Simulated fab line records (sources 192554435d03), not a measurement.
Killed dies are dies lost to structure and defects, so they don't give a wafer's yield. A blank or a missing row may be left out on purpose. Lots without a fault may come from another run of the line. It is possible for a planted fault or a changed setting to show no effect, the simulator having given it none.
Which tool is to blame? :: flow n5_finfet :: 12 lots, 36 wafers sampled, at 1 step of a route of 1938

WHAT THE GAUGES READ, wafer by wafer
N5_FIN_CUT_INSPECT_10: inspects for defects (brightfield).
lot: L075
measured: day 2 10:01
on: defect_inspect-01
raw_defect_count: 47 52 30

lot: L077
measured: day 2 21:18
on: defect_inspect-02
raw_defect_count: 41 39 54

lot: L079
measured: day 3 10:28
on: defect_inspect-02
raw_defect_count: 33 43 49

lot: L081
measured: day 3 20:56
on: defect_inspect-01
raw_defect_count: 34 38 71

lot: L083
measured: day 4 08:40
on: defect_inspect-01
raw_defect_count: 48 48 37

lot: L085
measured: day 4 21:11
on: defect_inspect-02
raw_defect_count: 40 47 41

lot: L087
measured: day 5 08:26
on: defect_inspect-02
raw_defect_count: 45 50 59

lot: L089
measured: day 5 21:01
on: defect_inspect-02
raw_defect_count: 35 33 43

lot: L091
measured: day 6 10:08
on: defect_inspect-02
raw_defect_count: 40 33 52

lot: L093
measured: day 6 21:53
on: defect_inspect-02
raw_defect_count: 56 49 40

lot: L095
measured: day 7 08:38
on: defect_inspect-02
raw_defect_count: 59 73 52

lot: L097
measured: day 7 23:37
on: defect_inspect-02
raw_defect_count: 19 55 43

WHAT TOOL EACH LOT RAN ON (gives the tool, then ch and the chambers of the sampled wafers, and finally the start)
Record: no process step prior to these readings.

THE ANSWER, worked out from the rows above alone
Rule: the usual values come from the lots themselves. The widest of any qualifying gaps counts: lots, ordered by their means at a reading, are off when they make up no more than a third of the lots, leave a main group of 4 or more, and stand apart from it by 3 or more times the standard deviation of that group's means. If all means in a main group match to the digits the tables above print for the reading, that group is not used. Also off: a lot with no number at a reading for which 4 or more lots have one. The other lots that the step has rows for count as sound.
None of the lots is off at any reading shown; this tells nothing.

WHAT THE SIMULATOR HAD PUT IN
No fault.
